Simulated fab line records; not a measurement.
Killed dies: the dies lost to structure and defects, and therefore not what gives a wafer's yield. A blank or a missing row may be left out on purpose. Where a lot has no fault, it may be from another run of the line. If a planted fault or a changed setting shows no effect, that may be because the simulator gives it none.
A struck lot beside a sound one | flow n5-finfet | 16 steps out of a route of 1938
Sound: these wafers, L578.2, L578.3, L578.5. Struck: wafer L585.6; the same lot's L585.3 was not struck, so it is left out; see the end for the cause.
Per side, at each step with rows, come the tool, then ch with its chambers, and then its first start. Under that, the readings that differ: sound wafers | struck wafers | difference of the means | sigmas: that difference in standard deviations of wafers without a fault.
alike: readings whose means differ by less than 2 such deviations, and words and numbers that are the same on both sides. not compared: withheld readings, readings that some wafer has no value for, bounds like >300 that may hide the same value, and numbers for which the record gives no deviation and whose values overlap.
Wherever a step has rows on one side only, a row that says differs or no value, or a row with sigmas, the two part there. Numbers that have no deviation but don't overlap get no sigmas and don't part them. A reading missing from all wafers of one side parts the sides only when that side holds two or more wafers.

N5_GATE_CUT_CD_MEAS_13: the cd target is 20 nm.
  sound on cd-sem-01 ch 0, day 4 12:31; struck on cd-sem-03 ch 0, day 6 07:43
  alike: cd-nm
N5_GATE_CUT_OVL_MEAS_14:
  sound on overlay-02 ch 0, day 4 12:33; struck on overlay-01 ch 0, day 6 07:46
  alike: GATE_CUT_OVL
N5_GATE_CUT_INSPECT_15: inspects for defects (brightfield).
  sound: defect-inspect-02 at day 4 12:36; struck: defect-inspect-01 at day 6 07:49
  alike: raw-defect-count
N5_GATE_CUT_DESCUM_18: chemistry O2, time 7 s.
  sound on rie-diel-05 ch 1,2, day 4 12:57; struck on rie-diel-05 ch 0, day 6 07:50
  reading             | sound             | struck | difference | sigmas
  o2-flow-sccm (sccm) | 225.5 226.0 226.2 | 224.6  | -1.3       | -2
  alike: drypump-motor-current-A, oes-product-au, rf-vpp-V, showerhead-plenum-p-Torr, throttle-valve-pct
  not compared: rf-hours-counter-h
N5_GATE_CUT_ETCH_28: etches underlayer in N2/H2, target depth 13 nm, time 10.4 s.
  sound on rie-diel-05 ch 1,2, day 4 12:59; struck on rie-diel-05 ch 0, day 6 07:53
  alike: drypump-motor-current-A, etch-rf-on-time-s, oes-product-au, rf-vpp-V, showerhead-plenum-p-Torr, throttle-valve-pct
  not compared: rf-hours-counter-h
then, 1 step without rows for these wafers: N5_GATE_CUT_ETCH_36 (etches SiARC in CF4, target depth 13 nm, time 21.7 s).
N5_GATE_CUT_ETCH_37: etches SOC in N2/H2, target depth 60 nm, overetch 12 nm, time 90 s.
  sound on rie-diel-05 ch 1,2, day 4 13:02; struck on rie-diel-05 ch 0, day 6 07:55
  alike: drypump-motor-current-A, oes-product-au, rf-vpp-V, showerhead-plenum-p-Torr, throttle-valve-pct
  not compared: rf-hours-counter-h
then, 2 steps without rows for these wafers: N5_GATE_CUT_STRIP_38 (strips in N2/H2); N5_GATE_CUT_STRIP_39 (strips in N2/H2).
N5_GATE_CUT_HM_OPEN_40: chemistry C4F6/O2, target SiO2, target depth 139 nm, time 85.1 s.
  sound on rie-diel-05 ch 1,2, day 4 13:07; struck on rie-diel-05 ch 0, day 6 08:01
  reading             | sound             | struck | difference | sigmas
  O2_flow_sccm (sccm) | 10.08 10.02 10.04 | 9.97   | -0.08      | -2
  alike: drypump-motor-current-A, etch-rf-on-time-s, oes_o_777_au, oes-product-au, rf-vpp-V, showerhead-plenum-p-Torr, throttle-valve-pct
  not compared: rf-hours-counter-h
then, 1 step without rows for these wafers: N5_GATE_CUT_STRIP_41 (strips in CF4).
N5_GATE_CUT_STRIP_42: strips in O2.
  sound on rie-diel-05 ch 1,2, day 4 13:12; struck on rie-diel-05 ch 0, day 6 08:05
  alike: drypump-motor-current-A, o2-flow-sccm, oes-product-au, rf-vpp-V, showerhead-plenum-p-Torr, throttle-valve-pct
  not compared: rf-hours-counter-h
N5_GATE_CUT_ETCH_19: etches SiNx in CH3F/O2, target depth 53.7 nm, time 76.7 s.
  sound on rie-diel-05 ch 1,2, day 4 13:14; struck on rie-diel-05 ch 0, day 6 08:08
  reading               | sound          | struck | difference | sigmas
  etch-rf-on-time-s (s) | 78.6 75.8 78.1 | 114.4  | +36.9      | +42
  oes-product-au (a.u.) | 0.59 0.78 0.60 | 0.48   | -0.18      | -3
  alike: O2_flow_sccm, drypump-motor-current-A, oes_o_777_au, rf-vpp-V, showerhead-plenum-p-Torr, throttle-valve-pct
  not compared: rf-hours-counter-h
then, 1 step without rows for these wafers: N5_GATE_CUT_CUT_ETCH_53 (etches W in SF6/Cl2, target depth 79.2 nm).
-- a jump in the record: the struck wafers' starts before and after are 3 days apart (it breaks off in module GATE_CUT and resumes in module BEOL_M4, where the first step shown is number 1111 of the route) --
N5_BEOL_M4_RC_MEAS_101:
  sound on prober-02 ch 0, day 7 12:20; struck on prober-02 ch 0, day 9 15:35
  alike: DIBL_N, DIBL_P, IOFF_N, IOFF_P, ION_N, ION_P, SS_N, SS_P, VT_N, VT_P
-- record jumps: 4 days separate the struck wafers' starts on either side; left off in module BEOL_M4, taken up again in module PASSIVATION, whose first shown step is the route's number 1936 --
N5_PASSIVATION_PROBE_49:
  sound: prober-02 at day 11 18:26; struck: prober-02 at day 13 14:11
  reading                | sound    | struck | difference | sigmas
  sort_bin_4_leakage (%) | 0.08 0 0 | 0      | +0         | -4
  alike: defect-limited-yield, killed_at_M0_to_M3, killed_at_M4_up, killed-at-contacts, killed-at-front-end, killed-at-other, killed-dies, killed-open, killed-short, sort_bin_5_function, sort_bin_6_memory, sort-n-pass, sort-yield-pct

## WHERE THEY PART
Earliest at N5_GATE_CUT_DESCUM_18; latest, in this record, at N5_PASSIVATION_PROBE_49.

WHY: whatever the simulator had introduced
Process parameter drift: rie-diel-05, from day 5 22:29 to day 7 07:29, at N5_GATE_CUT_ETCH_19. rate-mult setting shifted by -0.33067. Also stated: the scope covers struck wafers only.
